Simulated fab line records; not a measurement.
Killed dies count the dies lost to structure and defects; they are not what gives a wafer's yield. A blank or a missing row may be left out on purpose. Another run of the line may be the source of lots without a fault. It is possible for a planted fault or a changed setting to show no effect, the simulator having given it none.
Chamber matching :: flow n5-finfet :: N5_HKMG_FIN_STRIP_92 on rie-diel-01: 4 sister chambers
The step strips SOC in N2/H2, time 20 s. 16 wafers are shown with their chamber, then 8 later ones without.

== WAFERS WITH THEIR CHAMBER ==
wafer: L075.4
chamber: 1
throttle-valve-pct (%): 20.1
drypump-motor-current-A (A): 5.8
showerhead-plenum-p-Torr (Torr): 3.35

wafer: L075.5
chamber: 1
throttle-valve-pct (%): 20.2
drypump-motor-current-A (A): 5.8
showerhead-plenum-p-Torr (Torr): 3.35

wafer: L075.6
chamber: 2
throttle-valve-pct (%): 19.3
drypump-motor-current-A (A): 5.3
showerhead-plenum-p-Torr (Torr): 3.53

wafer: L076.2
chamber: 2
throttle-valve-pct (%): 19.3
drypump-motor-current-A (A): 5.3
showerhead-plenum-p-Torr (Torr): 3.52

wafer: L076.3
chamber: 3
throttle-valve-pct (%): 19.0
drypump-motor-current-A (A): 6.0
showerhead-plenum-p-Torr (Torr): 3.40

wafer: L076.6
chamber: 2
throttle-valve-pct (%): 19.3
drypump-motor-current-A (A): 5.3
showerhead-plenum-p-Torr (Torr): 3.52

wafer: L077.3
chamber: 0
throttle-valve-pct (%): 19.2
drypump-motor-current-A (A): 6.3
showerhead-plenum-p-Torr (Torr): 3.42

wafer: L077.5
chamber: 0
throttle-valve-pct (%): 19.2
drypump-motor-current-A (A): 6.3
showerhead-plenum-p-Torr (Torr): 3.42

wafer: L077.6
chamber: 3
throttle-valve-pct (%): 19.0
drypump-motor-current-A (A): 6.0
showerhead-plenum-p-Torr (Torr): 3.40

wafer: L085.2
chamber: 2
throttle-valve-pct (%): 19.3
drypump-motor-current-A (A): 5.3
showerhead-plenum-p-Torr (Torr): 3.51

wafer: L085.4
chamber: 1
throttle-valve-pct (%): 20.2
drypump-motor-current-A (A): 5.7
showerhead-plenum-p-Torr (Torr): 3.34

wafer: L085.5
chamber: 0
throttle-valve-pct (%): 19.2
drypump-motor-current-A (A): 6.3
showerhead-plenum-p-Torr (Torr): 3.41

wafer: L086.2
chamber: 2
throttle-valve-pct (%): 19.3
drypump-motor-current-A (A): 5.3
showerhead-plenum-p-Torr (Torr): 3.51

wafer: L086.3
chamber: 1
throttle-valve-pct (%): 20.2
drypump-motor-current-A (A): 5.8
showerhead-plenum-p-Torr (Torr): 3.34

wafer: L086.6
chamber: 1
throttle-valve-pct (%): 20.2
drypump-motor-current-A (A): 5.8
showerhead-plenum-p-Torr (Torr): 3.34

wafer: L087.3
chamber: 3
throttle-valve-pct (%): 19.0
drypump-motor-current-A (A): 6.0
showerhead-plenum-p-Torr (Torr): 3.38

SIGNATURES, as means of the wafers listed above
reading: throttle-valve-pct
chamber 0: 19.200
chamber 1: 20.180
chamber 2: 19.300
chamber 3: 19.000
scatter within a chamber: 0.0258

reading: drypump-motor-current-A
chamber 0: 6.300
chamber 1: 5.780
chamber 2: 5.300
chamber 3: 6.000
scatter within a chamber: 0.0258

reading: showerhead-plenum-p-Torr
chamber 0: 3.4167
chamber 1: 3.3440
chamber 2: 3.5180
chamber 3: 3.3933
scatter within a chamber: 0.00782
Rule: a wafer lies at a distance from a chamber equal to the root of the sum of squares, over the readings, of (its reading less the chamber's mean, divided by the reading's scatter). If the next closest chamber is less than 2 further off than the closest, the wafer can't be placed; otherwise it belongs to the closest. The scatter: the root of (the sum of the squares of (reading less its chamber's mean) over the shown wafers, divided by (wafers less chambers)).

== WAFERS WITHOUT THEIR CHAMBER ==
wafer: L087.5
throttle-valve-pct (%): 19.2
drypump-motor-current-A (A): 6.4
showerhead-plenum-p-Torr (Torr): 3.41

wafer: L087.6
throttle-valve-pct (%): 19.0
drypump-motor-current-A (A): 6.0
showerhead-plenum-p-Torr (Torr): 3.38

wafer: L094.3
throttle-valve-pct (%): 20.2
drypump-motor-current-A (A): 5.8
showerhead-plenum-p-Torr (Torr): 3.33

wafer: L094.4
throttle-valve-pct (%): 19.3
drypump-motor-current-A (A): 5.3
showerhead-plenum-p-Torr (Torr): 3.50

wafer: L094.6
throttle-valve-pct (%): 19.3
drypump-motor-current-A (A): 5.3
showerhead-plenum-p-Torr (Torr): 3.50

wafer: L097.2
throttle-valve-pct (%): 19.0
drypump-motor-current-A (A): 6.0
showerhead-plenum-p-Torr (Torr): 3.37

wafer: L097.4
throttle-valve-pct (%): 20.2
drypump-motor-current-A (A): 5.8
showerhead-plenum-p-Torr (Torr): 3.32

wafer: L097.6
throttle-valve-pct (%): 19.0
drypump-motor-current-A (A): 6.0
showerhead-plenum-p-Torr (Torr): 3.37

== CHAMBER TAKEN BY EACH ==
wafer: L087.5
from the rows above: 0
in truth: 0

wafer: L087.6
from the rows above: 3
in truth: 3

wafer: L094.3
from the rows above: 1
in truth: 1

wafer: L094.4
from the rows above: 2
in truth: 2

wafer: L094.6
from the rows above: 2
in truth: 2

wafer: L097.2
from the rows above: 3
in truth: 3

wafer: L097.4
from the rows above: 1
in truth: 1

wafer: L097.6
from the rows above: 3
in truth: 3
Correct placement for 8 of the 8. Can't be placed from these rows: 0. Placed wrongly: 0.
